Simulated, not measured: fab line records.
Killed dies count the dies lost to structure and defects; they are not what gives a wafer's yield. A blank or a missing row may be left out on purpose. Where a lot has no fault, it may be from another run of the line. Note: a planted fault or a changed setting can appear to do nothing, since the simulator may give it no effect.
Which tool is to blame? | flow nandHarc | 13 lots, 39 wafers sampled, at 4 steps of a route of 1159

WHAT THE GAUGES READ, wafer by wafer
NHARC_P_ZERO_WELL_CD_MEAS_37: target cd 720 nm. Usual: cdNm reads 719.2 nm (standard deviation 1.9).
lot  | measured    | on       | cdNm (nm)         | flag
L407 | day 1 16:07 | cdSem-01 | 719.2 721.3 719.5 | 
L409 | day 2 04:22 | cdSem-01 | 719.2 721.2 721.0 | 
L410 | day 2 10:20 | cdSem-03 | 718.2 718.9 721.3 | 
L412 | day 2 22:07 | cdSem-02 | 717.0 719.7 717.6 | 
L414 | day 3 10:08 | cdSem-01 | 717.5 719.7 715.6 | 
L415 | day 3 15:52 | cdSem-01 | 721.8 716.9 718.0 | 
L418 | day 4 09:59 | cdSem-03 | 717.1 718.7 718.5 | 
L421 | day 5 04:13 | cdSem-01 | 718.8 719.7 717.7 | 
L424 | day 5 22:14 | cdSem-02 | 719.9 718.3 718.7 | 
L426 | day 6 10:05 | cdSem-01 | 717.7 718.3 715.2 | 
L427 | day 6 15:50 | cdSem-01 | 720.6 720.0 721.2 | 
L428 | day 6 22:11 | cdSem-02 | 723.1 722.1 718.8 | 
L429 | day 7 04:06 | cdSem-01 | 723.6 720.0 722.6 | 

NHARC_P_STI_CD_MEAS_09: target cd 200 nm. Usual: cdNm reads 201 nm (standard deviation 4.3).
lot  | measured    | on       | cdNm (nm)   | flag
L407 | day 2 13:35 | cdSem-03 | 196 199 200 | 
L409 | day 3 01:14 | cdSem-01 | 194 195 202 | 
L410 | day 3 05:05 | cdSem-03 | 198 201 201 | 
L412 | day 3 17:15 | cdSem-02 | 202 204 200 | 
L414 | day 4 05:00 | cdSem-02 | 205 198 198 | 
L415 | day 4 13:55 | cdSem-01 | 209 203 208 | 
L418 | day 5 01:39 | cdSem-03 | 196 204 199 | 
L421 | day 5 23:25 | cdSem-01 | 199 203 193 | 
L424 | day 6 20:55 | cdSem-03 | 206 206 203 | 
L426 | day 7 04:38 | cdSem-03 | 201 195 201 | 
L427 | day 7 10:50 | cdSem-01 | 200 202 195 | 
L428 | day 7 17:29 | cdSem-03 | 195 198 195 | 
L429 | day 8 01:37 | cdSem-01 | 197 198 196 | 

EACH LOT AND THE TOOL THAT RAN IT (in order: tool; ch and the chambers of the sampled wafers; start)
lot  | NHARC_P_ZERO_WELL_EXPOSE_08     | NHARC_P_ZERO_WELL_ETCH_63
L407 | krfScanner-02 ch 0, day 1 12:58 | rieSi-05 ch 2,3, day 1 13:34
L409 | krfScanner-04 ch 0, day 2 01:14 | rieSi-02 ch 0,1,3, day 2 01:47
L410 | krfScanner-03 ch 0, day 2 07:17 | rieSi-01 ch 0,3, day 2 07:53
L412 | krfScanner-04 ch 0, day 2 19:06 | rieSi-02 ch 1,3, day 2 19:41
L414 | krfScanner-03 ch 0, day 3 07:05 | rieSi-05 ch 0,1, day 3 07:40
L415 | krfScanner-03 ch 0, day 3 12:58 | rieSi-01 ch 0,2,3, day 3 13:32
L418 | krfScanner-04 ch 0, day 4 06:58 | rieSi-02 ch 0,1,3, day 4 07:33
L421 | krfScanner-04 ch 0, day 5 01:05 | rieSi-05 ch 1,2,3, day 5 01:40
L424 | krfScanner-04 ch 0, day 5 19:07 | rieSi-05 ch 0,3, day 5 19:41
L426 | krfScanner-02 ch 0, day 6 07:05 | rieSi-05 ch 0,1,3, day 6 07:38
L427 | krfScanner-02 ch 0, day 6 12:58 | rieSi-05 ch 0,1,3, day 6 13:33
L428 | krfScanner-02 ch 0, day 6 19:00 | rieSi-05 ch 0,1,2, day 6 19:38
L429 | krfScanner-03 ch 0, day 7 01:05 | rieSi-01 ch 0,1,2, day 7 01:39
- NHARC_P_ZERO_WELL_EXPOSE_08: exposes mask P ZERO, target cd 500 nm.
- NHARC_P_ZERO_WELL_ETCH_63: etches the open film in HBr/Cl2, target depth 120 nm, time 40.1 s.

WHAT THE TOOLS THEMSELVES READ (means of the sampled wafers that have a number; where no wafer has one, the mark that the record gives instead)
NHARC_P_ZERO_WELL_EXPOSE_08. Usual: exposureDoseMJCm2 33.78, standard deviation 0.035; reticleTempC 23.02 C, standard deviation 0.11.
lot  | tool          | exposureDoseMJCm2 | reticleTempC (C) | flag
L407 | krfScanner-02 | 33.80             | 22.92            | 
L409 | krfScanner-04 | 33.80             | 22.96            | 
L410 | krfScanner-03 | 33.77             | 23.04            | 
L412 | krfScanner-04 | 33.82             | 23.05            | 
L414 | krfScanner-03 | 33.79             | 22.94            | 
L415 | krfScanner-03 | 33.79             | 23.09            | 
L418 | krfScanner-04 | 32.35             | 22.97            | OFF
L421 | krfScanner-04 | 32.64             | 23.01            | OFF
L424 | krfScanner-04 | 32.82             | 23.00            | OFF
L426 | krfScanner-02 | 33.78             | 23.04            | 
L427 | krfScanner-02 | 33.75             | 23.02            | 
L428 | krfScanner-02 | 33.80             | 23.07            | 
L429 | krfScanner-03 | 33.75             | 23.01            | 

NHARC_P_ZERO_WELL_ETCH_63. Usual: drypumpMotorCurrentA 5.6 A, standard deviation 0.46; oesProductAu 1.003 a.u., standard deviation 0.015; rfFwdPowerW 394.3 W, standard deviation 1.8; throttleValvePct 26.406 %, standard deviation 0.0083.
lot  | tool     | drypumpMotorCurrentA (A) | oesProductAu (a.u.) | rfFwdPowerW (W) | throttleValvePct (%) | flag
L407 | rieSi-05 | 6.0                      | 0.993               | 392.2           | 26.407               | 
L409 | rieSi-02 | 5.6                      | 1.003               | 395.0           | 26.401               | 
L410 | rieSi-01 | 5.7                      | 1.007               | 393.6           | 26.406               | 
L412 | rieSi-02 | 5.6                      | 0.985               | 393.7           | 26.401               | 
L414 | rieSi-05 | 5.2                      | 1.004               | 395.2           | 26.405               | 
L415 | rieSi-01 | 5.5                      | 1.006               | 393.7           | 26.409               | 
L418 | rieSi-02 | 5.6                      | 1.001               | 394.5           | 26.410               | 
L421 | rieSi-05 | 5.9                      | 1.006               | 391.9           | 26.407               | 
L424 | rieSi-05 | 5.4                      | 1.002               | 396.7           | 26.403               | 
L426 | rieSi-05 | 5.6                      | 1.007               | 394.5           | 26.395               | 
L427 | rieSi-05 | 5.6                      | 1.009               | 395.4           | 26.406               | 
L428 | rieSi-05 | 5.5                      | 1.005               | 394.4           | 26.406               | 
L429 | rieSi-01 | 6.0                      | 1.015               | 393.9           | 26.406               | 

THE ANSWER, worked out from the rows above alone
Rule: lot off if the mean of its wafers having a number is beyond 3 standard deviations from the usual mean. Also off: a lot with no number at a reading for which 4 or more lots have one. Where the step has rows for the other lots, those lots are counted as sound. The gauges are gone through in route order, then the tools' own readings, and for those a lot's mean is taken as printed above. At the first step where some lot is off, the reading lying furthest off is the one used; lots without a number count as furthest.
Off, at NHARC_P_ZERO_WELL_EXPOSE_08 on exposureDoseMJCm2: L418, L421, L424.
If a tool, at that step or one of the process steps before it, ran each lot that is off and ran no sound lot following the first of them, it fits. One candidate fits, namely krfScanner-04 at NHARC_P_ZERO_WELL_EXPOSE_08. Its last sound lot is L412 (day 2 19:06), its first lot that is off L418 (day 4 06:58): a fault that began between those two fits.
On the lots that are off, the tool's own readings at NHARC_P_ZERO_WELL_EXPOSE_08 differ by more than 5 times the standard deviation of the sound lots' means, which bears it out; exposureDoseMJCm2 reads 32.60 there versus 33.78 on the sound lots.

WHAT WAS PUT IN BY THE SIMULATOR
Process parameters drifting: krfScanner-04 at NHARC_P_ZERO_WELL_EXPOSE_08, beginning at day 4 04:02. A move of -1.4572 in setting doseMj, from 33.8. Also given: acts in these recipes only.
Shown lots that were struck: L418, L421, L424. The rule given above showed the same thing.
